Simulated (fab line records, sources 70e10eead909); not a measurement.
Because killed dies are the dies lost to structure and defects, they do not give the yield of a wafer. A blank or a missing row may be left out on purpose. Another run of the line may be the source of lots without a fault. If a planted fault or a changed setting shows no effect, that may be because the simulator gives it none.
Matching of chambers    flow nand-harc    rie-diel-12 running NHARC_A_STAIRCASE_ETCH_444: 4 sister chambers
The step etches the open film in C4F8/O2, target depth 10200 nm, time 3400 s. 4 wafers are shown with their chamber, then 7 later ones without.

## EACH WAFER AND ITS CHAMBER
wafer   chamber  rf-vpp-V (V)
L123.4  1        810
L130.1  3        811
L138.1  2        813
L138.2  0        806

## WAFERS WITH NO CHAMBER GIVEN
wafer   rf-vpp-V (V)
L138.4  809
L136.4  809
L136.5  811
L136.6  812
L139.3  809
L139.5  810
L139.6  805

## CHAMBER TAKEN BY EACH
wafer   from the rows above           in truth
L138.4  can't be placed: 1 or 3       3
L136.4  can't be placed: 1 or 3       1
L136.5  can't be placed: 3 or 1       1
L136.6  can't be placed: 2 or 3 or 1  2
L139.3  can't be placed: 1 or 3       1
L139.5  can't be placed: 1 or 3       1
L139.6  0                             0
Placed correctly: 1 of 7. Not placeable from these rows: 6 (in 6, the candidates include the true chamber). Wrongly placed: 0.
How it was worked out, from the rows above alone: a wafer's distance from a chamber is the root of the sum, over the readings, of the square of ((its reading less the chamber's mean) divided by the reading's scatter). The wafer belongs to the nearest chamber; if the next one is less than 2 further off, it can't be placed. A chamber's mean is the mean of its shown wafers. The scatter: with one shown wafer a chamber, the root of the mean of the squares of how far each hidden wafer lies from its nearest shown one.
